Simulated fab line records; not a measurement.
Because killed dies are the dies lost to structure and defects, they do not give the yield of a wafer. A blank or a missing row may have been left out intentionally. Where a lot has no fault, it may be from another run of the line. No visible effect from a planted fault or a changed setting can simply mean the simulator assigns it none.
A struck lot beside a sound one	flow nand_harc	25 out of 1159 route steps
Sound: the wafers L400.4, L400.5, L400.6. Wafers L409.1, L409.4, L409.5 were the ones struck. At the end, the cause is stated.
Per side, at each step with rows, come the tool, then ch with its chambers, and then its first start. Under that, the readings that differ: sound wafers	struck wafers	difference of the means	sigmas: that difference in standard deviations of wafers without a fault.
alike: a reading whose means differ by less than 2 such deviations, as well as words and numbers matching on both sides. not compared: withheld readings; readings where some wafer has no value; bounds like >300 that might hide an equal value; numbers whose values overlap and for which the record gives no deviation.
The two part at a step that has a row with sigmas, a row that says differs or no value, or rows on one side only. When numbers do not overlap yet have no deviation, they are printed without sigmas and do not part them. Lack of a reading on every wafer of one side parts them only where that side has two or more wafers.

first, 1 step without rows for these wafers: NHARC_A_M0_SRD_25.
NHARC_A_M0_INSPECT_27:
  sound on defect_inspect-01 at day 19 23:38; struck on defect_inspect-01 at day 22 19:20
  alike: raw_defect_count
NHARC_A_M0_PRE_CLEAN_31: time 12 s.
  sound on pecvd-01 ch 0,1, day 19 23:46; struck on pecvd-04 ch 1,2, day 22 19:24
  alike: heater_power_w
NHARC_A_M0_DEP_32: deposits SiCN, target thk 30 nm.
  sound on pecvd-01 ch 0,1, day 20 00:01; struck on pecvd-04 ch 1,2, day 22 19:29
  alike: heater_power_w
then, 7 steps without rows for these wafers: NHARC_A_M1_DEP_00 (deposits SiOC, target thk 182.5 nm); NHARC_A_M1_DEHYDRATE_01 (time 120 s); NHARC_A_M1_HMDS_02 (time 30 s); NHARC_A_M1_COAT_34 (time 65 s); NHARC_A_M1_COAT_03 (resist thk 90 nm); NHARC_A_M1_SOFTBAKE_04 (time 55 s); NHARC_A_M1_EBR_05.
NHARC_A_M1_EXPOSE_06: exposes mask A M1, target cd 120 nm.
  sound on arfi_scanner-03 ch 0, day 20 00:57; struck on arfi_scanner-01 ch 0, day 22 20:35
reading	sound	struck	difference	sigmas
exposure_dose_mJ_cm2	75.07 75.13 75.16	74.42 74.48 74.53	-0.64	-9
  alike: mask, stage_vel_mm_s
then, 2 steps without rows for these wafers: NHARC_A_M1_PEB_07 (peb time 65 s); NHARC_A_M1_DEVELOP_08 (develop time 35 s).
NHARC_A_M1_CD_MEAS_09 targets a cd of 120 nm.
  sound on cd_sem-01 ch 0, day 20 01:05; struck on cd_sem-01 ch 0, day 22 20:44
reading	sound	struck	difference	sigmas
cd_nm (nm)	120.1 119.9 120.2	122.9 125.2 122.6	+3.5	+8
NHARC_A_M1_OVL_MEAS_10: pitch 240 nm.
  sound on overlay-02 at day 20 01:10; struck on overlay-02 at day 22 20:49
  alike: overlay_x_nm, overlay_y_nm
NHARC_A_M1_INSPECT_11:
  sound on defect_inspect-02 at day 20 01:12; struck on defect_inspect-02 at day 22 20:52
reading	sound	struck	difference	sigmas
raw_defect_count	9 18 14	38 52 33	+27	+2
NHARC_A_M1_DESCUM_14: chemistry O2, time 3 s.
  sound on rie_diel-03 ch 1,2,3, day 20 01:17; struck on rie_diel-11 ch 1,2, day 22 20:55
reading	sound	struck	difference	sigmas
model.A_M1.cd_nm (nm)	120 120.5 120	123 125.4 122.6	+4	
  alike: chamber_pressure_mTorr, drypump_motor_current_A, oes_product_au, rf_vpp_V, showerhead_plenum_p_Torr, throttle_valve_pct
  not compared: rf_hours_counter_h
NHARC_A_M1_ETCH_35: etches the open film in N2/H2, target depth 40 nm, overetch 12 nm, time 43.94 s.
  sound on rie_diel-03 ch 0,2,3, day 20 01:22; struck on rie_diel-11 ch 2,3, day 22 21:01
  alike: chamber_pressure_mTorr, drypump_motor_current_A, n2_flow_sccm, oes_product_au, rf_vpp_V, showerhead_plenum_p_Torr, throttle_valve_pct
  not compared: rf_hours_counter_h
NHARC_A_M1_ETCH_15: etches the open film in C4F8/Ar, target depth 182.5 nm, time 91.2 s.
  sound: rie_diel-03 ch 0,3; struck: rie_diel-11 ch 1,2,3
  alike: chamber_pressure_mTorr, oes_product_au, rf_vpp_V
  not compared: rf_hours_counter_h
NHARC_A_M1_CD_MEAS_16:
  sound on cd_sem-01 at day 20 01:34; struck on cd_sem-01 at day 22 21:15
reading	sound	struck	difference	sigmas
cd_nm (nm)	120.1 120.4 119.9	123.2 125.3 122.9	+3.7	+6
NHARC_A_M1_STRIP_18: strips in N2/H2.
  sound on rie_diel-11 ch 1,2,3, day 20 01:46; struck on rie_diel-03 ch 2,3, day 22 21:20
  alike: chamber_pressure_mTorr, drypump_motor_current_A, n2_flow_sccm, oes_product_au, rf_vpp_V, showerhead_plenum_p_Torr, throttle_valve_pct
  not compared: rf_hours_counter_h
NHARC_A_M1_ETCH_28: etches the open film in CF4/N2, target depth 30 nm, time 72.99 s.
  sound: rie_diel-11 ch 1,2,3; struck: rie_diel-03 ch 1,2
reading	sound	struck	difference	sigmas
model.A_M1.cd_nm (nm)	120.3 120.7 119.7	122.8 125.3 123	+3.5	
  alike: chamber_pressure_mTorr, drypump_motor_current_A, n2_flow_sccm, oes_product_au, rf_vpp_V, showerhead_plenum_p_Torr, throttle_valve_pct
  not compared: rf_hours_counter_h
then, 1 step without rows for these wafers: NHARC_A_M1_STRIP_19 (strips in post etch residue remover, time 600 s).
NHARC_END_SORT_01:
  sound on prober-01 ch 0, day 21 16:55; struck on prober-02 ch 0, day 24 11:26
reading	sound	struck	difference	sigmas
killed_at_array	14 14 15	50 49 28	+28	+3
killed_at_periphery	5 11 10	4 1 1	-7	-3
  alike: defect_limited_yield, killed_at_other, killed_dies, killed_open, killed_short, sort_bin_2_pct, sort_bin_3_pct, sort_bin_4_pct, sort_n_pass, sort_rim_yield_pct, sort_yield_pct

## WHERE THEY PART
Earliest at NHARC_A_M1_EXPOSE_06; latest, in this record, at NHARC_END_SORT_01.

WHY: what had been put in by the simulator
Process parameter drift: arfi_scanner-01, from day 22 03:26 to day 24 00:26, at NHARC_A_M1_EXPOSE_06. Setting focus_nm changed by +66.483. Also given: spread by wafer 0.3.
